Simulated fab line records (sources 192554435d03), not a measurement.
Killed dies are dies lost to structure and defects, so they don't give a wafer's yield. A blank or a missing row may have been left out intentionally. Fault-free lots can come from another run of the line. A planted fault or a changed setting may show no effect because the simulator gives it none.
fab line records / flow n5Finfet
record: lots: 4 wafers: 12 lastDay: 17
route steps=1938 shown WELL_APT@20 PMOS_HMC_CHANNEL_EPI@57 BEOL_M4@1111
lots that met no fault: from a run of the same line without faults
startH: hours from the record's first day to the start of the lot's first wafer shown / waitH: hours from the lot's prior step to this one / " the same as in the row above / L1.1+2: several wafers, shown together as one row / - no value, or no start was given / * or withheld: withheld / < > ~ a bound
route shown NAME@n: a module of which the file shows steps, and the number in the route of the first / usual: mean and standard deviation over wafers with no fault / same: alike in all rows / chamber/n: place in a boat / sites: per-site readings / _std_site: the values' standard deviation / _edge_site: the outer-site mean with the inner-site mean subtracted / radiusMm: how far each site lies from the wafer's centre / mask NAME#n: copy n / behind: the most recent tool/chamber to have shaped the wafer / hold: why the lot was held/for how many hours/how that ended / device: whichever transistor did not switch (one of n, p or np) / end of line: the same wafers' tests at the end of the route / for a step that has no rows: nothing shown but its recipe / killed: count of dies lost to structure and defects at first sort (not the wafer's yield) / map: the dies of a wafer, with x for killed, . for not killed, _ for no die there
set.NAME: setting as actually run; set.NAME@STEP: the setting as run at that earlier step / model.NAME: the simulator's own value behind a step, which no gauge read
lots at some steps of the route; a table a step, a row a wafer
services: the hour from which a tool's chamber was out of use, counted from the record's first day as startH (under 0 if before that day), plus the number of hours and why
== steps ==
step: N5_WELL_APT_HMDS_01
recipe: timeS: 60 tempC: 120
step: N5_WELL_APT_COAT_02
recipe: spinRpm: 1357 resistThkNm: 950
step: N5_WELL_APT_EBR_04
recipe: solvent: PGMEA ebrWidthMm: 1.5
step: N5_WELL_APT_SOFTBAKE_03
recipe: tempC: 130 timeS: 60
step: N5_WELL_APT_EXPOSE_05
recipe: maskId: NWELL na: 0.8 sourceShape: conventional sigmaOuter: 0.8 polarization: unpolarized defocusNm: 0 targetCdNm: 200 doseMj: 20.3
step: N5_WELL_APT_PEB_06
recipe: pebTempC: 130 pebTimeS: 90
step: N5_WELL_APT_DEVELOP_07
recipe: developTimeS: 45 rinseLiquid: surfactantRinse dry: airSpin devTempC: 21
step: N5_WELL_APT_HARDBAKE_12
recipe: tempC: 130 timeS: 120
step: N5_WELL_APT_DESCUM_13
recipe: chemistry: O2 timeS: 7.9 sourcePowerW: 50 biasPowerW: 20 pressureMtorr: 20 rfFrequencyHz: 2.712e+07 tempC: 40 o2FlowSccm: 225
step: N5_WELL_APT_IMPLANT_14
recipe: species: P energyKev: 160 doseCm2: 1.5e+13 tiltDeg: 0 rotationDeg: 0
usual: beamEnergyKeV: 160.00/0.048 tiltDeg: 0.003/0.019
lot.wafer=L606.3 tool=implanter-01 chamber=0 startH=57.13 waitH=0.1 beamEnergyKeV=159.97 tiltDeg=-0.037 model.implant.rpNm=202 model.implant.drpNm=65.9
lot.wafer=L606.4 tool=implanter-01 chamber=0 startH=57.13 waitH=0.1 beamEnergyKeV=160.05 tiltDeg=-0.045 model.implant.rpNm=202 model.implant.drpNm=65.9
lot.wafer=L606.6 tool=implanter-01 chamber=0 startH=57.13 waitH=0.1 beamEnergyKeV=160.01 tiltDeg=-0.046 model.implant.rpNm=202 model.implant.drpNm=65.9
lot.wafer=L611.1 tool=implanter-01 chamber=0 startH=85.75 waitH=0.1 beamEnergyKeV=193.99 tiltDeg=0.020 model.implant.rpNm=247.8 model.implant.drpNm=75.82
lot.wafer=L611.3 tool=implanter-01 chamber=0 startH=85.75 waitH=0.1 beamEnergyKeV=194.09 tiltDeg=0.001 model.implant.rpNm=247.8 model.implant.drpNm=75.82
lot.wafer=L611.4 tool=implanter-01 chamber=0 startH=85.75 waitH=0.1 beamEnergyKeV=194.08 tiltDeg=0.000 model.implant.rpNm=247.8 model.implant.drpNm=75.82
lot.wafer=L614.1 tool=implanter-01 chamber=0 startH=103.78 waitH=0.1 beamEnergyKeV=193.96 tiltDeg=-0.024 model.implant.rpNm=252.5 model.implant.drpNm=75.82
lot.wafer=L614.3 tool=implanter-01 chamber=0 startH=103.78 waitH=0.1 beamEnergyKeV=194.00 tiltDeg=-0.010 model.implant.rpNm=252.5 model.implant.drpNm=75.82
lot.wafer=L614.5 tool=implanter-01 chamber=0 startH=103.78 waitH=0.1 beamEnergyKeV=193.97 tiltDeg=0.010 model.implant.rpNm=252.5 model.implant.drpNm=75.82
lot.wafer=L622.3 tool=implanter-02 chamber=0 startH=151.96 waitH=0.1 beamEnergyKeV=159.94 tiltDeg=0.031 model.implant.rpNm=204.7 model.implant.drpNm=65.9
lot.wafer=L622.4 tool=implanter-02 chamber=0 startH=151.96 waitH=0.1 beamEnergyKeV=159.97 tiltDeg=0.018 model.implant.rpNm=204.7 model.implant.drpNm=65.9
lot.wafer=L622.5 tool=implanter-02 chamber=0 startH=151.96 waitH=0.1 beamEnergyKeV=160.01 tiltDeg=0.015 model.implant.rpNm=204.7 model.implant.drpNm=65.9
step: N5_WELL_APT_IMPLANT_15
recipe: species: As energyKev: 25 doseCm2: 1.5e+13 tiltDeg: 0 rotationDeg: 0
step: N5_WELL_APT_STRIP_16
recipe: chemistry: SPM timeS: 900 tempC: 130 h2so4H2o2VolRatio: 4 dry: ipaMarangoni
step: N5_WELL_APT_HMDS_18
recipe: timeS: 60 tempC: 120
step: N5_WELL_APT_COAT_19
recipe: spinRpm: 1357 resistThkNm: 950
step: N5_WELL_APT_EBR_21
recipe: solvent: PGMEA ebrWidthMm: 1.5
step: N5_WELL_APT_SOFTBAKE_20
recipe: tempC: 130 timeS: 60
step: N5_WELL_APT_EXPOSE_22
recipe: maskId: PWELL na: 0.8 sourceShape: conventional sigmaOuter: 0.8 polarization: unpolarized defocusNm: 0 targetCdNm: 200 doseMj: 23.2
step: N5_WELL_APT_PEB_23
recipe: pebTempC: 130 pebTimeS: 90
step: N5_WELL_APT_DEVELOP_24
recipe: developTimeS: 45 rinseLiquid: surfactantRinse dry: airSpin devTempC: 21
step: N5_WELL_APT_HARDBAKE_29
recipe: tempC: 130 timeS: 120
step: N5_WELL_APT_DESCUM_30
recipe: chemistry: O2 timeS: 7.9 sourcePowerW: 50 biasPowerW: 20 pressureMtorr: 20 rfFrequencyHz: 2.712e+07 tempC: 40 o2FlowSccm: 225
step: N5_WELL_APT_IMPLANT_31
recipe: species: B energyKev: 60 doseCm2: 1.5e+13 tiltDeg: 0 rotationDeg: 0
step: N5_WELL_APT_IMPLANT_32
recipe: species: BF2 energyKev: 50 doseCm2: 2e+13 tiltDeg: 0 rotationDeg: 0
step: N5_WELL_APT_STRIP_33
recipe: chemistry: SPM timeS: 900 tempC: 130 h2so4H2o2VolRatio: 4 dry: ipaMarangoni
step: N5_WELL_APT_RTA_34
recipe: tempC: 1000 timeS: 10 ambient: N2 idleTempC: 600 rampUpCPerS: 150 rampDownCPerS: 60 coolToC: 600
step: N5_WELL_APT_OXIDE_STRIP_42
recipe: chemistry: dHF dilution: 25:1 timeS: 45 tempC: 25 target: SiO2 targetDepthA: 120
step: N5_WELL_APT_PRECLEAN_36
recipe: chemistry: O3/DIW timeS: 45 tempC: 22 o3Ppm: 10
step: N5_WELL_APT_PRECLEAN_39
recipe: chemistry: dHF timeS: 60 dilution: 150:1 tempC: 25
step: N5_WELL_APT_SRD_37
recipe: dry: ipaMarangoni doPpb: 5 timeS: 30 tempC: 23 rinseLiquid: diw
step: N5_WELL_APT_EPI_41
recipe: material: Si targetThkA: 500 tempC: 650 precursor: SiH4/H2 pressureTorr: 20 timeS: 297.7
step: N5_PMOS_HMC_CHANNEL_EPI_HM_DEP_34
recipe: material: SiO2 targetThkA: 360 tempC: 400 precursor: TEOS/O2 pressureTorr: 6.5 rfW: 900 teosFlowSccm: 161.4 gas: O2 flowSccm: 2650 timeS: 6.9
step: N5_PMOS_HMC_CHANNEL_EPI_COAT_31
recipe: resist: BARC tempC: 205 timeS: 60 spinRpm: 1500 resistThkNm: 66
step: N5_PMOS_HMC_CHANNEL_EPI_COAT_03
recipe: resist: CAR-ArF-block spinRpm: 1500 resistThkNm: 205
step: N5_PMOS_HMC_CHANNEL_EPI_EBR_05
recipe: solvent: PGMEA ebrWidthMm: 1.5
step: N5_PMOS_HMC_CHANNEL_EPI_SOFTBAKE_04
recipe: tempC: 110 timeS: 60 resist: CAR-ArF-block
step: N5_BEOL_M4_RC_MEAS_101
usual: DIBL_N: 36.0/2.2 DIBL_P: 35.9/2.6 IOFF_N: 0.16/0.038 IOFF_P: 0.21/0.042 ION_N: 675/15 ION_P: 463/10 RS_NWELL: 1036/6.8 SS_N: 71.5/0.62 SS_P: 73.2/0.76 VT_N: 250/4.1 VT_P: -251/3.6
lot.wafer=L606.3 tool=prober-01 chamber=0 startH=214.59 waitH=0.3 DIBL_N[mV/V]=37.3 DIBL_P[mV/V]=36.8 IOFF_N[nA/um]=0.17 IOFF_P[nA/um]=0.23 ION_N[uA/um]=674 ION_P[uA/um]=467 RS_NWELL[ohm/sq]=1026 SS_N[mV/dec]=72.5 SS_P[mV/dec]=73.3 VT_N[mV]=248 VT_P[mV]=-250
lot.wafer=L606.4 tool=prober-01 chamber=0 startH=214.59 waitH=0.3 DIBL_N[mV/V]=34.7 DIBL_P[mV/V]=34.1 IOFF_N[nA/um]=0.12 IOFF_P[nA/um]=0.18 ION_N[uA/um]=678 ION_P[uA/um]=471 RS_NWELL[ohm/sq]=1041 SS_N[mV/dec]=71.6 SS_P[mV/dec]=73.0 VT_N[mV]=252 VT_P[mV]=-252
lot.wafer=L606.6 tool=prober-01 chamber=0 startH=214.59 waitH=0.3 DIBL_N[mV/V]=33.4 DIBL_P[mV/V]=33.1 IOFF_N[nA/um]=0.12 IOFF_P[nA/um]=0.17 ION_N[uA/um]=682 ION_P[uA/um]=472 RS_NWELL[ohm/sq]=1029 SS_N[mV/dec]=70.7 SS_P[mV/dec]=71.9 VT_N[mV]=252 VT_P[mV]=-253
lot.wafer=L611.1 tool=prober-01 chamber=0 startH=247.29 waitH=0.0 DIBL_N[mV/V]=35.2 DIBL_P[mV/V]=36.2 IOFF_N[nA/um]=0.15 IOFF_P[nA/um]=0.20 ION_N[uA/um]=679 ION_P[uA/um]=463 RS_NWELL[ohm/sq]=948 SS_N[mV/dec]=71.0 SS_P[mV/dec]=72.9 VT_N[mV]=250 VT_P[mV]=-247
lot.wafer=L611.3 tool=prober-01 chamber=0 startH=247.29 waitH=0.0 DIBL_N[mV/V]=34.9 DIBL_P[mV/V]=37.1 IOFF_N[nA/um]=0.16 IOFF_P[nA/um]=0.21 ION_N[uA/um]=685 ION_P[uA/um]=467 RS_NWELL[ohm/sq]=941 SS_N[mV/dec]=71.1 SS_P[mV/dec]=72.7 VT_N[mV]=246 VT_P[mV]=-248
lot.wafer=L611.4 tool=prober-01 chamber=0 startH=247.29 waitH=0.0 DIBL_N[mV/V]=36.3 DIBL_P[mV/V]=36.2 IOFF_N[nA/um]=0.14 IOFF_P[nA/um]=0.19 ION_N[uA/um]=647 ION_P[uA/um]=444 RS_NWELL[ohm/sq]=936 SS_N[mV/dec]=72.0 SS_P[mV/dec]=72.4 VT_N[mV]=253 VT_P[mV]=-251
lot.wafer=L614.1 tool=prober-01 chamber=0 startH=264.37 waitH=0.1 DIBL_N[mV/V]=30.7 DIBL_P[mV/V]=29.6 IOFF_N[nA/um]=0.08 IOFF_P[nA/um]=0.11 ION_N[uA/um]=656 ION_P[uA/um]=448 RS_NWELL[ohm/sq]=937 SS_N[mV/dec]=70.8 SS_P[mV/dec]=72.5 VT_N[mV]=261 VT_P[mV]=-261
lot.wafer=L614.3 tool=prober-01 chamber=0 startH=264.37 waitH=0.1 DIBL_N[mV/V]=39.7 DIBL_P[mV/V]=39.5 IOFF_N[nA/um]=0.23 IOFF_P[nA/um]=0.24 ION_N[uA/um]=674 ION_P[uA/um]=456 RS_NWELL[ohm/sq]=937 SS_N[mV/dec]=73.9 SS_P[mV/dec]=74.6 VT_N[mV]=245 VT_P[mV]=-251
lot.wafer=L614.5 tool=prober-01 chamber=0 startH=264.37 waitH=0.1 DIBL_N[mV/V]=34.3 DIBL_P[mV/V]=33.5 IOFF_N[nA/um]=0.12 IOFF_P[nA/um]=0.15 ION_N[uA/um]=661 ION_P[uA/um]=443 RS_NWELL[ohm/sq]=942 SS_N[mV/dec]=71.7 SS_P[mV/dec]=72.7 VT_N[mV]=254 VT_P[mV]=-259
lot.wafer=L622.3 tool=prober-02 chamber=0 startH=306.66 waitH=0.3 DIBL_N[mV/V]=34.1 DIBL_P[mV/V]=34.9 IOFF_N[nA/um]=0.15 IOFF_P[nA/um]=0.21 ION_N[uA/um]=684 ION_P[uA/um]=474 RS_NWELL[ohm/sq]=1040 SS_N[mV/dec]=71.1 SS_P[mV/dec]=73.1 VT_N[mV]=247 VT_P[mV]=-249
lot.wafer=L622.4 tool=prober-02 chamber=0 startH=306.66 waitH=0.3 DIBL_N[mV/V]=32.8 DIBL_P[mV/V]=30.7 IOFF_N[nA/um]=0.12 IOFF_P[nA/um]=0.16 ION_N[uA/um]=666 ION_P[uA/um]=459 RS_NWELL[ohm/sq]=1041 SS_N[mV/dec]=71.3 SS_P[mV/dec]=71.2 VT_N[mV]=251 VT_P[mV]=-253
lot.wafer=L622.5 tool=prober-02 chamber=0 startH=306.66 waitH=0.3 DIBL_N[mV/V]=36.8 DIBL_P[mV/V]=37.0 IOFF_N[nA/um]=0.20 IOFF_P[nA/um]=0.25 ION_N[uA/um]=690 ION_P[uA/um]=472 RS_NWELL[ohm/sq]=1033 SS_N[mV/dec]=71.9 SS_P[mV/dec]=73.3 VT_N[mV]=244 VT_P[mV]=-245
== services ==
tool=implanter-02 chamber=- startH=117.88 hours=4.8 kind=repair
== key ==
firstSign: step: N5_WELL_APT_IMPLANT_14 reading: beamEnergyKeV direction: up sigmas: 99+ usual: 160.00 struck: 194.01
effect: step: N5_BEOL_M4_RC_MEAS_101 reading: RS_NWELL direction: down sigmas: 14 usual: 1036 struck: 940
modelEffect: step: N5_WELL_APT_IMPLANT_14 value: implant.rpNm without: 205.2 struck: 250.1
metAt N5_WELL_APT_IMPLANT_14
struckWafers L611.1,L611.3,L611.4,L614.1,L614.3,L614.5
baselineLoss: step: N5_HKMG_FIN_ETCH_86 wafers: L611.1
onsetBetween 57.13 85.75
fault: kind: processParameterDrift tool: implanter-01 chamber: - onsetH: 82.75 steps: N5_WELL_APT_IMPLANT_14 channel: energyKev offset: 33.99 shape: step endH: 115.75 actsIn: theseRecipesOnly stated: 160
baselineLoss: these wafers lose ten dies or more at that step, a loss of the line's own and not of a fault; the sort's usual values leave them out
